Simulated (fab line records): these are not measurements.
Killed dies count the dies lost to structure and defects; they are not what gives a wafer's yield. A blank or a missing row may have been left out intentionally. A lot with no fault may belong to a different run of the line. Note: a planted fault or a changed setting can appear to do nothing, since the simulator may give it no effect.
Which tool is to blame? | flow nand-harc | Sampling: 13 lots, 38 wafers, 6 of 1159 route steps

WHAT THE GAUGES READ, wafer by wafer
NHARC_A_ONON_D1_THK_MEAS_02: measures by ellipsometry. Usual: thk-nm 1001 nm, standard deviation 9.9.
lot  | measured     | on            | thk-nm (nm)    | flag
L585 | day 7 10:01  | film-metro-01 | 997 996 996    |
L586 | day 7 10:22  | film-metro-01 | 990 992 991    |
L590 | day 8 23:07  | film-metro-02 | 1010 1009      |
L594 | day 9 08:30  | film-metro-01 | 991 991 991    |
L597 | day 10 23:36 | film-metro-01 | 1009 1010 1009 |
L598 | day 10 23:33 | film-metro-02 | 1010 1011 1011 |
L600 | day 11 09:46 | film-metro-01 | 1005 1005 1005 |
L602 | day 12 02:26 | film-metro-01 | 1006 1006 1004 |
L604 | day 12 02:26 | film-metro-01 | 1013 1012 1011 |
L605 | day 12 18:03 | film-metro-02 | 999 999 1000   |
L606 | day 12 18:04 | film-metro-02 | 1001 1002 1002 |
L607 | day 12 18:03 | film-metro-01 | 992 991 990    |
L608 | day 13 21:18 | film-metro-02 | 1009 1009 1008 |

NHARC_A_ONON_D1_THK_MEAS_27: measures by ellipsometry. Usual: thk-nm 1001 nm, standard deviation 8.4.
lot  | measured     | on            | thk-nm (nm)    | flag
L585 | day 7 23:04  | film-metro-02 | 992 993 993    |
L586 | day 7 22:50  | film-metro-02 | 1016 1015 1015 |
L590 | day 9 12:14  | film-metro-01 | 1009 511       | OFF
L594 | day 9 20:28  | film-metro-02 | 991 993 495    | OFF
L597 | day 11 11:11 | film-metro-01 | 1006 1004 1006 |
L598 | day 11 11:23 | film-metro-02 | 1007 1006 1007 |
L600 | day 11 20:55 | film-metro-01 | 1015 1015 1015 |
L602 | day 12 13:27 | film-metro-01 | 1011 1012 1012 |
L604 | day 12 13:31 | film-metro-02 | 1000 1000 1000 |
L605 | day 13 12:56 | film-metro-01 | 999 1001 999   |
L606 | day 13 13:17 | film-metro-01 | 998 999 1000   |
L607 | day 13 13:05 | film-metro-02 | 1015 1015 1013 |
L608 | day 14 10:31 | film-metro-02 | 995 995 995    |

NHARC_A_CHANNEL_HOLE_D1_CD_MEAS_10: target cd 100 nm. Usual: cd-nm 99.3 nm, standard deviation 0.63.
lot  | measured     | on        | cd-nm (nm)      | flag
L585 | day 8 04:29  | cd-sem-03 | 100.4 98.8 99.0 |
L586 | day 8 03:48  | cd-sem-03 | 99.2 98.7 99.3  |
L590 | day 9 17:13  | cd-sem-01 | 99.0            |
L594 | day 10 00:31 | cd-sem-02 | 98.4 99.2       |
L597 | day 11 15:13 | cd-sem-01 | 99.3 99.5 100.5 |
L598 | day 11 17:08 | cd-sem-03 | 98.7 99.3 99.6  |
L600 | day 12 01:41 | cd-sem-01 | 99.5 98.8 99.2  |
L602 | day 12 17:34 | cd-sem-03 | 98.8 98.4 100.3 |
L604 | day 12 17:44 | cd-sem-01 | 99.6 98.9 99.9  |
L605 | day 13 20:19 | cd-sem-02 | 98.4 99.0 98.3  |
L606 | day 13 21:59 | cd-sem-01 | 99.0 99.9 99.1  |
L607 | day 13 20:48 | cd-sem-01 | 99.0 99.1 99.6  |
L608 | day 14 15:20 | cd-sem-01 | 98.9 98.7 99.6  |

NHARC_END_SORT_01. Usual: killed-at-array 27, standard deviation 10; killed-at-other 0.6, standard deviation 0.83; killed-at-periphery 2.4, standard deviation 1.8; killed-dies 30, standard deviation 10; killed-open 3.3, standard deviation 1.7; killed-short 1.8, standard deviation 1.4.
lot  | measured     | on        | killed-at-array | killed-at-other | killed-at-periphery | killed-dies | killed-open | killed-short | flag
L590 | day 21 00:19 | prober-02 | 9 673           | 0 2             | 2 2                 | 11 677      | 4 4         | 2 3          | OFF
L594 | day 21 00:04 | prober-01 | 30 21 674       | 1 1 0           | 0 1 3               | 31 23 677   | 0 0 5       | 0 0 0        | OFF
L600 | day 22 18:08 | prober-02 | 26 29 26        | 0 0 0           | 4 3 3               | 30 32 29    | 3 3 1       | 2 2 2        |

WHAT TOOL EACH LOT RAN ON (gives the tool, then ch and the chambers of the sampled wafers, and finally the start)
lot  | NHARC_A_ZERO_WELL_RTA_16         | NHARC_A_ONON_D1_DEP_25
L585 | rtp-anneal-02 ch 0, day 6 12:48  | pecvd-onon-02 ch 0, day 7 22:36
L586 | rtp-anneal-02 ch 0, day 6 13:47  | pecvd-onon-03 ch 0, day 7 22:23
L590 | rtp-anneal-01 ch 0, day 8 00:15  | pecvd-onon-02 ch 0, day 9 11:54
L594 | rtp-anneal-01 ch 0, day 8 11:32  | pecvd-onon-02 ch 0, day 9 19:57
L597 | rtp-anneal-01 ch 0, day 10 01:48 | pecvd-onon-01 ch 0, day 11 10:40
L598 | rtp-anneal-01 ch 0, day 10 03:22 | pecvd-onon-03 ch 0, day 11 10:59
L600 | rtp-anneal-01 ch 0, day 10 12:30 | pecvd-onon-03 ch 0, day 11 20:24
L602 | rtp-anneal-01 ch 0, day 11 03:50 | pecvd-onon-01 ch 0, day 12 12:56
L604 | rtp-anneal-01 ch 0, day 11 06:40 | pecvd-onon-03 ch 0, day 12 13:05
L605 | rtp-anneal-01 ch 0, day 11 18:20 | pecvd-onon-03 ch 0, day 13 12:29
L606 | rtp-anneal-02 ch 0, day 11 22:25 | pecvd-onon-03 ch 0, day 13 12:50
L607 | rtp-anneal-01 ch 0, day 11 23:04 | pecvd-onon-01 ch 0, day 13 12:34
L608 | rtp-anneal-02 ch 0, day 12 22:17 | pecvd-onon-03 ch 0, day 14 10:05
- NHARC_A_ZERO_WELL_RTA_16: time 10 s.
- NHARC_A_ONON_D1_DEP_25: target thk 1000 nm.

AS READ BY THE TOOLS THEMSELVES (means over the sampled wafers that have a number; for cases with no such wafer, the mark the record gives instead)
NHARC_A_ZERO_WELL_RTA_16. Usual: lamp-power-pct 29.96 %, standard deviation 0.3; lamp_zone_2_pct 29.96 %, standard deviation 0.29; lamp_zone_3_pct 29.96 %, standard deviation 0.3; lamp_zone_5_pct 29.96 %, standard deviation 0.29; wafer_temp_C_max 1004.1, standard deviation 1.1.
lot  | tool          | lamp-power-pct (%) | lamp_zone_2_pct (%) | lamp_zone_3_pct (%) | lamp_zone_5_pct (%) | wafer_temp_C_max | flag
L585 | rtp-anneal-02 | 29.63              | 29.62               | 29.61               | 29.66               | 1002.7           |
L586 | rtp-anneal-02 | 29.65              | 29.70               | 29.64               | 29.66               | 1004.0           |
L590 | rtp-anneal-01 | 30.31              | 30.27               | 30.28               | 30.23               | 1005.1           |
L594 | rtp-anneal-01 | 30.24              | 30.22               | 30.23               | 30.24               | 1005.1           |
L597 | rtp-anneal-01 | 30.17              | 30.19               | 30.18               | 30.14               | 1004.7           |
L598 | rtp-anneal-01 | 30.23              | 30.21               | 30.21               | 30.22               | 1004.9           |
L600 | rtp-anneal-01 | 30.24              | 30.25               | 30.28               | 30.28               | 1004.5           |
L602 | rtp-anneal-01 | 30.23              | 30.19               | 30.24               | 30.20               | 1004.1           |
L604 | rtp-anneal-01 | 30.22              | 30.24               | 30.26               | 30.21               | 1005.3           |
L605 | rtp-anneal-01 | 30.19              | 30.18               | 30.22               | 30.21               | 1005.1           |
L606 | rtp-anneal-02 | 29.62              | 29.63               | 29.62               | 29.63               | 1003.7           |
L607 | rtp-anneal-01 | 30.25              | 30.25               | 30.27               | 30.23               | 1004.8           |
L608 | rtp-anneal-02 | 29.63              | 29.61               | 29.63               | 29.64               | 1003.0           |

THE ANSWER, worked out from the rows above alone
Rule: lot off if the mean of its wafers having a number is beyond 3 standard deviations from the usual mean. Also off: a lot with no number at a reading for which 4 or more lots have one. Any other lot the step has rows for is counted as sound. After the gauges, taken in route order, come the tools' own readings; for these a lot's mean is taken, as printed above. The first step at which some lot is off is used, and at that step the reading that is off furthest; a lot without a number counts as furthest.
Off: L590, L594, at NHARC_A_ONON_D1_THK_MEAS_27 (thk-nm).
If a tool, at a process step before that reading, ran all the lots that are off and no sound lot after the first of them, it fits. Not tried: the gauges at NHARC_A_ONON_D1_THK_MEAS_27; whatever is off there is also off at NHARC_END_SORT_01, on other tools, and gauge error can't account for it. One candidate fits, namely pecvd-onon-02 at NHARC_A_ONON_D1_DEP_25. A fault onset in the window from L585 (day 7 22:36, its last sound lot) to L590 (day 9 11:54, its first lot off) fits.

WHAT THE SIMULATOR PUT IN
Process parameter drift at NHARC_A_ONON_D1_DEP_25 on pecvd-onon-02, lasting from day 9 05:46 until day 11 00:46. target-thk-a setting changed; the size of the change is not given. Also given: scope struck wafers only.
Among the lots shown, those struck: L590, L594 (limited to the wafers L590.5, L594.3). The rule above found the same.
